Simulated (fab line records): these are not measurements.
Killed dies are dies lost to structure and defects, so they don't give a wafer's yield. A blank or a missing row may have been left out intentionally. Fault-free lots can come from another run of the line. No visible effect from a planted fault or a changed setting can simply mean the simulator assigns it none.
Check of tool commonality :: flow nand-harc :: Sampled: 5 lots, 15 wafers

== REASON IT WAS OPENED ==
At NHARC_END_SORT_01 the reading killed-at-array is flagged on 2 of 5 lots. No-fault wafers: 24, standard deviation 8.7.
Rule: flag the lot when none of its wafers has a number, or when each of its wafers that has one lies beyond 4 standard deviations from that mean. As for the other lots, they are considered sound.

lot: L892
measured: day 20 16:23
on: prober-01
killed-at-array, wafer by wafer: 26 18 17
flag: 

lot: L895
measured: day 21 07:55
on: prober-01
killed-at-array, wafer by wafer: 672 672 674
flag: FLAGGED

lot: L898
measured: day 21 16:46
on: prober-02
killed-at-array, wafer by wafer: 669 671 666
flag: FLAGGED

lot: L904
measured: day 24 01:56
on: prober-01
killed-at-array, wafer by wafer: 31 42 42
flag: 

lot: L913
measured: day 25 09:56
on: prober-01
killed-at-array, wafer by wafer: 17 13 19
flag: 
Average over the flagged lots: 671; offset from the usual +647, equal to +74 standard deviations.

== WHICH TOOL EACH LOT WENT THROUGH ==
4 process steps preceding the reading are held in the record, out of 1159 steps in the route. Cell contents, in order: the tool; ch with the chambers the sampled wafers went through; the start.
lot: L892
flag: 
NHARC_A_WL_FILL_CVD_03: cvd-w-01 ch 0,1, day 15 11:48
NHARC_A_WL_FILL_ETCHBACK_17: rie-metal-01 ch 0,1, day 16 05:35
NHARC_A_WL_FILL_CVD_20: cvd-w-02 ch 1, day 16 20:15 or earlier
NHARC_A_WL_FILL_CMP_12: cmp-01 ch 1,3, day 16 20:15

lot: L895
flag: FLAGGED
NHARC_A_WL_FILL_CVD_03: cvd-w-01 ch 0,1, day 16 14:29
NHARC_A_WL_FILL_ETCHBACK_17: rie-metal-01 ch 0,1, day 17 04:16
NHARC_A_WL_FILL_CVD_20: cvd-w-02 ch 0,1, day 17 16:46 or earlier
NHARC_A_WL_FILL_CMP_12: cmp-02 ch 0,1,2, day 17 16:46

lot: L898
flag: FLAGGED
NHARC_A_WL_FILL_CVD_03: cvd-w-02 ch 0,1, day 17 16:02
NHARC_A_WL_FILL_ETCHBACK_17: rie-metal-01 ch 0,1, day 18 05:59
NHARC_A_WL_FILL_CVD_20: cvd-w-02 ch 0,1, day 18 18:03 or earlier
NHARC_A_WL_FILL_CMP_12: cmp-03 ch 0,1,2, day 18 18:03

lot: L904
flag: 
NHARC_A_WL_FILL_CVD_03: cvd-w-01 ch 0,1, day 19 09:38
NHARC_A_WL_FILL_ETCHBACK_17: rie-metal-01 ch 0,1, day 19 23:52
NHARC_A_WL_FILL_CVD_20: cvd-w-02 ch 0,1, day 20 14:41 or earlier
NHARC_A_WL_FILL_CMP_12: cmp-02 ch 0,1,2, day 20 14:41

lot: L913
flag: 
NHARC_A_WL_FILL_CVD_03: cvd-w-02 ch 0, day 21 05:32
NHARC_A_WL_FILL_ETCHBACK_17: rie-metal-01 ch 1, day 21 19:42
NHARC_A_WL_FILL_CVD_20: cvd-w-01 ch 0,1, day 22 06:41 or earlier
NHARC_A_WL_FILL_CMP_12: cmp-02 ch 0,1,2, day 22 06:41
What the steps here do:
- NHARC_A_WL_FILL_CVD_03: deposits W, target thk 40 nm, time 3302 s.
- NHARC_A_WL_FILL_ETCHBACK_17: etches the open film in Cl2/BCl3, target depth 4 nm, time 26.7 s.
- NHARC_A_WL_FILL_CVD_20: deposits W, target thk 75 nm, time 5064 s.
- NHARC_A_WL_FILL_CMP_12: polishes, t overpolish 30 s, target thk 75 nm.
- NHARC_END_SORT_01

== FLAGGED OVER TOTAL, TOOL BY TOOL (the gauges that took the reading come last) ==
step: NHARC_A_WL_FILL_CVD_03
tool: cvd-w-01
lots run: 3
flagged: 1
share of the flagged lots: some
sound lots run after its first flagged lot: 1 (L904)

step: NHARC_A_WL_FILL_CVD_03
tool: cvd-w-02
lots run: 2
flagged: 1
share of the flagged lots: some
sound lots run after its first flagged lot: 1 (L913)

step: NHARC_A_WL_FILL_ETCHBACK_17
tool: rie-metal-01
lots run: 5
flagged: 2
share of the flagged lots: all
sound lots run after its first flagged lot: 2 (L904,L913)

step: NHARC_A_WL_FILL_CVD_20
tool: cvd-w-01
lots run: 1
flagged: 0
share of the flagged lots: none
sound lots run after its first flagged lot: -

step: NHARC_A_WL_FILL_CVD_20
tool: cvd-w-02
lots run: 4
flagged: 2
share of the flagged lots: all
sound lots run after its first flagged lot: 1 (L904)

step: NHARC_A_WL_FILL_CMP_12
tool: cmp-01
lots run: 1
flagged: 0
share of the flagged lots: none
sound lots run after its first flagged lot: -

step: NHARC_A_WL_FILL_CMP_12
tool: cmp-02
lots run: 3
flagged: 1
share of the flagged lots: some
sound lots run after its first flagged lot: 2 (L904,L913)

step: NHARC_A_WL_FILL_CMP_12
tool: cmp-03
lots run: 1
flagged: 1
share of the flagged lots: some
sound lots run after its first flagged lot: 0

step: NHARC_END_SORT_01
tool: prober-01
lots run: 4
flagged: 1
share of the flagged lots: some
sound lots run after its first flagged lot: 2 (L904,L913)

step: NHARC_END_SORT_01
tool: prober-02
lots run: 1
flagged: 1
share of the flagged lots: some
sound lots run after its first flagged lot: 0
Because NHARC_A_WL_FILL_CVD_20 lacks a start for some lots, the hours and order of its lots are taken from NHARC_A_WL_FILL_CMP_12.

== WHAT THE TABLE ALLOWS ==
Rows of the table that ran all the flagged lots, 2 in number: rie-metal-01 at NHARC_A_WL_FILL_ETCHBACK_17; cvd-w-02 at NHARC_A_WL_FILL_CVD_20.
- rie-metal-01 at NHARC_A_WL_FILL_ETCHBACK_17 ran 5 lots, 2 of them flagged. After the first flagged lot (L904, L913), sound lots still ran on it; a lasting fault on the whole tool would not permit that. On the flagged lots its readings are blank where sound lots have values: chamber-pressure-mTorr, drypump-motor-current-A, oes-product-au.
- cvd-w-02 at NHARC_A_WL_FILL_CVD_20 ran 4 lots, 2 of them flagged. After the first flagged lot (L904), sound lots still ran on it; a lasting fault on the whole tool would not permit that.
None of the table's rows ran every flagged lot and, after the first, no sound lot.

== WHAT THE SIMULATOR PUT IN ==
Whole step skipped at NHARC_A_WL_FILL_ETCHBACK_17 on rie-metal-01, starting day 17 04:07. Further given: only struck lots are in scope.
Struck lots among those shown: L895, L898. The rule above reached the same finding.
